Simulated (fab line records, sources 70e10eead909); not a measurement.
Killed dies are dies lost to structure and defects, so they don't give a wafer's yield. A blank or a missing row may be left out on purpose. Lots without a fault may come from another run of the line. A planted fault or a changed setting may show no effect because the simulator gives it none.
Which tool did it? | flow nand_harc | 11 lots, 32 wafers sampled, at 5 steps of a route of 1302

WHAT THE GAUGES READ, wafer by wafer
NHARC_END_SORT_01. Usual: killed_at_array 62, standard deviation 22; killed_at_other 1.0, standard deviation 1.4; killed_at_periphery 4.2, standard deviation 2.8; killed_dies 67, standard deviation 23; killed_open 3.1, standard deviation 1.7; killed_short 2.1, standard deviation 1.5.
lot  | measured     | on        | killed_at_array | killed_at_other | killed_at_periphery | killed_dies | killed_open | killed_short | flag
L591 | day 25 04:05 | prober-01 | 47 45 53        | 2 2 3           | 6 2 4               | 55 49 60    | 5 2 5       | 3 2 1        |
L592 | day 25 19:37 | prober-02 | 37 37 29        | 6 1 1           | 2 2 7               | 45 40 37    | 2 2 2       | 2 3 2        |
L595 | day 26 20:40 | prober-02 | 94 95 84        | 2 0 0           | 7 8 4               | 103 103 88  | 2 3 5       | 6 4 1        |
L594 | day 27 04:31 | prober-02 | 80 71 94        | 4 3 1           | 5 6 2               | 89 80 97    | 7 4 2       | 1 0 2        |
L593 | day 27 06:32 | prober-01 | 106 97 83       | 0 0 1           | 3 7 2               | 109 104 86  | 3 4 3       | 1 1 1        |
L596 | day 28 05:53 | prober-02 | 80 80 81        | 0 0 3           | 4 2 2               | 84 82 86    | 6 1 3       | 5 3 1        |
L602 | day 30 10:26 | prober-01 | 643 626         | 0 0             | 1 3                 | 644 629     | 0 1         | 1 3          | OFF
L608 | day 32 05:26 | prober-02 | 63 75 67        | 3 3 2           | 4 6 4               | 70 84 73    | 3 4 3       | 2 1 3        |
L609 | day 35 09:43 | prober-01 | 32 40 49        | 1 0 0           | 5 5 4               | 38 45 53    | 4 1 7       | 3 0 1        |
L610 | day 33 19:40 | prober-01 | 24 27 32        | 0 1 1           | 2 1 4               | 26 29 37    | 2 3 2       | 1 3 6        |
L611 | day 35 08:51 | prober-02 | 107 77 68       | 0 0 1           | 2 2 0               | 109 79 69   | 5 5 3       | 2 1 2        |

WHICH TOOL RAN EACH LOT (tool, then ch and the chambers of the sampled wafers, then the start)
lot  | NHARC_A_STAIRCASE_ETCH_170                    | NHARC_A_STAIRCASE_TRIM_14                     | NHARC_A_STAIRCASE_ETCH_17          | NHARC_A_STAIRCASE_TRIM_18
L591 | rie_diel-04 ch 1,2,3, day 16 16:51 or earlier | rie_diel-05 ch 0,1,3, day 16 16:51 or earlier | rie_diel-05 ch 1,2,3, day 16 16:51 | rie_diel-05 ch 0,1,2, day 25 04:05 or earlier
L592 | rie_diel-05 ch 1,2,3, day 17 01:19 or earlier | rie_diel-04 ch 0,2,3, day 17 01:19 or earlier | rie_diel-04 ch 0,1,3, day 17 01:19 | rie_diel-04 ch 0,1,3, day 25 19:37 or earlier
L595 | rie_diel-01 ch 1,2, day 18 08:01 or earlier   | rie_diel-01 ch 0,2,3, day 18 08:01 or earlier | rie_diel-01 ch 0,1,2, day 18 08:01 | rie_diel-01 ch 1,2,3, day 26 20:40 or earlier
L594 | rie_diel-01 ch 1,2,3, day 18 08:37 or earlier | rie_diel-04 ch 0,1,3, day 18 08:37 or earlier | rie_diel-04 ch 1,3, day 18 08:37   | rie_diel-04 ch 0,1, day 27 04:31 or earlier
L593 | rie_diel-04 ch 1,2,3, day 18 14:16 or earlier | rie_diel-05 ch 1,2, day 18 14:16 or earlier   | rie_diel-05 ch 1,2,3, day 18 14:16 | rie_diel-05 ch 0,1,2, day 27 06:32 or earlier
L596 | rie_diel-01 ch 0,1, day 19 16:34 or earlier   | rie_diel-05 ch 1,3, day 19 16:34 or earlier   | rie_diel-05 ch 0,3, day 19 16:34   | rie_diel-05 ch 1,3, day 28 05:53 or earlier
L602 | rie_diel-01 ch 0,1, day 21 12:19 or earlier   | rie_diel-01 ch 0,1, day 21 12:19 or earlier   | rie_diel-01 ch 2,3, day 21 12:19   | rie_diel-01 ch 0,3, day 30 10:26 or earlier
L608 | rie_diel-01 ch 0,2,3, day 24 00:03 or earlier | rie_diel-04 ch 1,2,3, day 24 00:03 or earlier | rie_diel-04 ch 0,1,3, day 24 00:03 | rie_diel-04 ch 0,2,3, day 32 05:26 or earlier
L609 | rie_diel-01 ch 0,1, day 24 23:55 or earlier   | rie_diel-01 ch 0,2,3, day 24 23:55 or earlier | rie_diel-01 ch 0,1,2, day 24 23:55 | rie_diel-01 ch 0,1,2, day 35 09:43 or earlier
L610 | rie_diel-01 ch 0,1,2, day 25 02:55 or earlier | rie_diel-04 ch 0,2,3, day 25 02:55 or earlier | rie_diel-04 ch 1,2, day 25 02:55   | rie_diel-04 ch 0,2, day 33 19:40 or earlier
L611 | rie_diel-04 ch 0,2,3, day 25 08:44            | rie_diel-04 ch 0,1,2, day 25 11:37 or earlier | rie_diel-04 ch 1,2,3, day 25 11:37 | rie_diel-04 ch 0,1,2, day 35 08:51 or earlier
- NHARC_A_STAIRCASE_ETCH_170: etches the open film in C4F6/O2, target depth 200 nm, time 66.667 s.
- NHARC_A_STAIRCASE_TRIM_14: chemistry O2, time 211.2 s.
- NHARC_A_STAIRCASE_ETCH_17: etches the open film in C4F8/O2, target depth 100 nm, time 40.5 s.
- NHARC_A_STAIRCASE_TRIM_18: chemistry O2, time 211.2 s.

WHAT THE TOOLS THEMSELVES READ (means of the sampled wafers that have a number; where no wafer has one, the mark that the record gives instead)
NHARC_A_STAIRCASE_ETCH_170. Usual: drypump_motor_current_A 6.0 A, standard deviation 0.53; mfc_ar_sccm 499.9 sccm, standard deviation 1.5; oes_product_au 0.976 a.u., standard deviation 0.016; rf_vpp_V 545.6 V, standard deviation 3; showerhead_plenum_p_Torr 3.86 Torr, standard deviation 0.14; throttle_valve_pct 26.904 %, standard deviation 0.009.
lot  | tool        | drypump_motor_current_A (A) | mfc_ar_sccm (sccm) | oes_product_au (a.u.) | rf_vpp_V (V) | showerhead_plenum_p_Torr (Torr) | throttle_valve_pct (%) | flag
L591 | rie_diel-04 | 5.8                         | 500.3              | 0.972                 | 549.4        | 4.01                            | 26.904                 |
L592 | rie_diel-05 | 5.3                         | 500.5              | 0.978                 | 546.4        | 3.91                            | 26.900                 |
L595 | rie_diel-01 | 6.1                         | 499.2              | 0.993                 | 546.5        | 3.88                            | 26.900                 |
L594 | rie_diel-01 | 6.2                         | 501.1              | 0.970                 | 546.0        | 3.88                            | 26.905                 |
L593 | rie_diel-04 | 5.8                         | 499.8              | 0.982                 | 548.3        | 4.01                            | 26.898                 |
L596 | rie_diel-01 | 6.3                         | 498.1              | 0.985                 | 545.1        | 3.83                            | 26.911                 |
L602 | rie_diel-01 | 6.3                         | 500.6              | 0.967                 | 544.6        | 3.79                            | 26.913                 |
L608 | rie_diel-01 | 6.4                         | 498.9              | 0.977                 | 544.0        | 3.79                            | 26.902                 |
L609 | rie_diel-01 | 6.5                         | 498.4              | 0.991                 | 542.2        | 3.74                            | 26.912                 |
L610 | rie_diel-01 | 6.3                         | 500.3              | 0.971                 | 543.9        | 3.80                            | 26.909                 |
L611 | rie_diel-04 | 5.8                         | 498.4              | 1.000                 | 548.1        | 3.98                            | 26.904                 |

NHARC_A_STAIRCASE_TRIM_14. Usual: drypump_motor_current_A 6.0 A, standard deviation 0.52; mfc_ar_sccm 0.007 sccm, standard deviation 0.0098; oes_product_au 1.001 a.u., standard deviation 0.011; rf_vpp_V 57.7 V, standard deviation 0.86; showerhead_plenum_p_Torr 3.48 Torr, standard deviation 0.13; throttle_valve_pct 17.037 %, standard deviation 0.0085.
lot  | tool        | drypump_motor_current_A (A) | mfc_ar_sccm (sccm) | oes_product_au (a.u.) | rf_vpp_V (V) | showerhead_plenum_p_Torr (Torr) | throttle_valve_pct (%) | flag
L591 | rie_diel-05 | 5.4                         | 0.011              | 0.998                 | 58.6         | 3.53                            | 17.037                 |
L592 | rie_diel-04 | 5.8                         | 0.014              | 0.988                 | 58.6         | 3.62                            | 17.038                 |
L595 | rie_diel-01 | 6.4                         | 0.001              | 1.008                 | 57.9         | 3.43                            | 17.036                 |
L594 | rie_diel-04 | 5.9                         | 0.009              | 0.995                 | 57.7         | 3.57                            | 17.032                 |
L593 | rie_diel-05 | 5.4                         | 0.033              | 0.992                 | 58.2         | 3.40                            | 17.034                 |
L596 | rie_diel-05 | 5.1                         | 0.011              | 0.992                 | 57.4         | 3.61                            | 17.033                 |
L602 | rie_diel-01 | 6.4                         | 0.002              | 1.004                 | 56.4         | 3.41                            | 17.034                 |
L608 | rie_diel-04 | 5.8                         | 0.008              | 1.006                 | 57.9         | 3.58                            | 17.032                 |
L609 | rie_diel-01 | 6.4                         | 0.001              | 0.998                 | 57.3         | 3.41                            | 17.038                 |
L610 | rie_diel-04 | 5.8                         | 0.014              | 1.008                 | 58.3         | 3.59                            | 17.036                 |
L611 | rie_diel-04 | 5.4                         | 0.012              | 1.013                 | 57.8         | 3.47                            | 17.038                 |

NHARC_A_STAIRCASE_ETCH_17. Usual: oes_product_au 0.943 a.u., standard deviation 0.013; rf_vpp_V 895 V, standard deviation 4.5.
lot  | tool        | oes_product_au (a.u.) | rf_vpp_V (V) | flag
L591 | rie_diel-05 | 0.945                 | 895          |
L592 | rie_diel-04 | 0.929                 | 897          |
L595 | rie_diel-01 | 0.935                 | 893          |
L594 | rie_diel-04 | 0.946                 | 897          |
L593 | rie_diel-05 | 0.939                 | 894          |
L596 | rie_diel-05 | 0.934                 | 892          |
L602 | rie_diel-01 | 1.091                 | 894          | OFF
L608 | rie_diel-04 | 0.941                 | 896          |
L609 | rie_diel-01 | 0.928                 | 892          |
L610 | rie_diel-04 | 0.956                 | 895          |
L611 | rie_diel-04 | 0.945                 | 897          |

NHARC_A_STAIRCASE_TRIM_18. Usual: drypump_motor_current_A 6.0 A, standard deviation 0.52; mfc_ar_sccm 0.007 sccm, standard deviation 0.0099; oes_product_au 1.002 a.u., standard deviation 0.01; rf_vpp_V 57.6 V, standard deviation 0.91; showerhead_plenum_p_Torr 3.49 Torr, standard deviation 0.13; throttle_valve_pct 17.036 %, standard deviation 0.0095.
lot  | tool        | drypump_motor_current_A (A) | mfc_ar_sccm (sccm) | oes_product_au (a.u.) | rf_vpp_V (V) | showerhead_plenum_p_Torr (Torr) | throttle_valve_pct (%) | flag
L591 | rie_diel-05 | 5.6                         | 0.022              | 1.000                 | 57.2         | 3.43                            | 17.028                 |
L592 | rie_diel-04 | 5.9                         | 0.009              | 1.002                 | 57.0         | 3.57                            | 17.036                 |
L595 | rie_diel-01 | 6.2                         | 0.000              | 1.008                 | 57.2         | 3.49                            | 17.041                 |
L594 | rie_diel-04 | 5.6                         | 0.007              | 1.003                 | 57.4         | 3.45                            | 17.048                 |
L593 | rie_diel-05 | 5.5                         | 0.022              | 0.993                 | 57.0         | 3.42                            | 17.026                 |
L596 | rie_diel-05 | 5.1                         | 0.021              | 0.990                 | 58.3         | 3.60                            | 17.035                 |
L602 | rie_diel-01 | 6.6                         | 0.002              | 1.015                 | 58.0         | 3.40                            | 17.030                 |
L608 | rie_diel-04 | 5.8                         | 0.014              | 1.000                 | 57.7         | 3.59                            | 17.039                 |
L609 | rie_diel-01 | 6.3                         | 0.001              | 0.999                 | 56.3         | 3.41                            | 17.043                 |
L610 | rie_diel-04 | 5.4                         | 0.019              | 1.007                 | 57.7         | 3.48                            | 17.041                 |
L611 | rie_diel-04 | 5.4                         | 0.012              | 1.014                 | 57.5         | 3.46                            | 17.049                 |

THE ANSWER, worked out from the rows above alone
Rule: a lot is off if the mean of its wafers that have a number lies more than 3 standard deviations from the usual mean. A lot without any number at a reading at which 4 lots or more have one is off too. The other lots that the step has rows for count as sound. The gauges are gone through in route order, then the tools' own readings, and for those a lot's mean is taken as printed above. The first step at which some lot is off is used, and at that step the reading that is off furthest; a lot without a number counts as furthest.
Off: L602, at NHARC_END_SORT_01 (killed_at_array).
A tool fits if, at a process step before that reading, it ran every lot that is off, and no sound lot after the first of them. The gauges at NHARC_END_SORT_01 aren't tried: what is off there is off at NHARC_A_STAIRCASE_ETCH_17 too, on other tools, and a gauge's error can't cause that. NHARC_A_STAIRCASE_ETCH_170 gives no start for some lots, so the hours and the order of its lots are those of NHARC_A_STAIRCASE_ETCH_17. NHARC_A_STAIRCASE_TRIM_14 gives no start for some lots, so the hours and the order of its lots are those of NHARC_A_STAIRCASE_ETCH_17. NHARC_A_STAIRCASE_TRIM_18 gives no start for some lots, so the hours and the order of its lots are those of NHARC_END_SORT_01. None of those tried fits.

WHAT THE SIMULATOR HAD PUT IN
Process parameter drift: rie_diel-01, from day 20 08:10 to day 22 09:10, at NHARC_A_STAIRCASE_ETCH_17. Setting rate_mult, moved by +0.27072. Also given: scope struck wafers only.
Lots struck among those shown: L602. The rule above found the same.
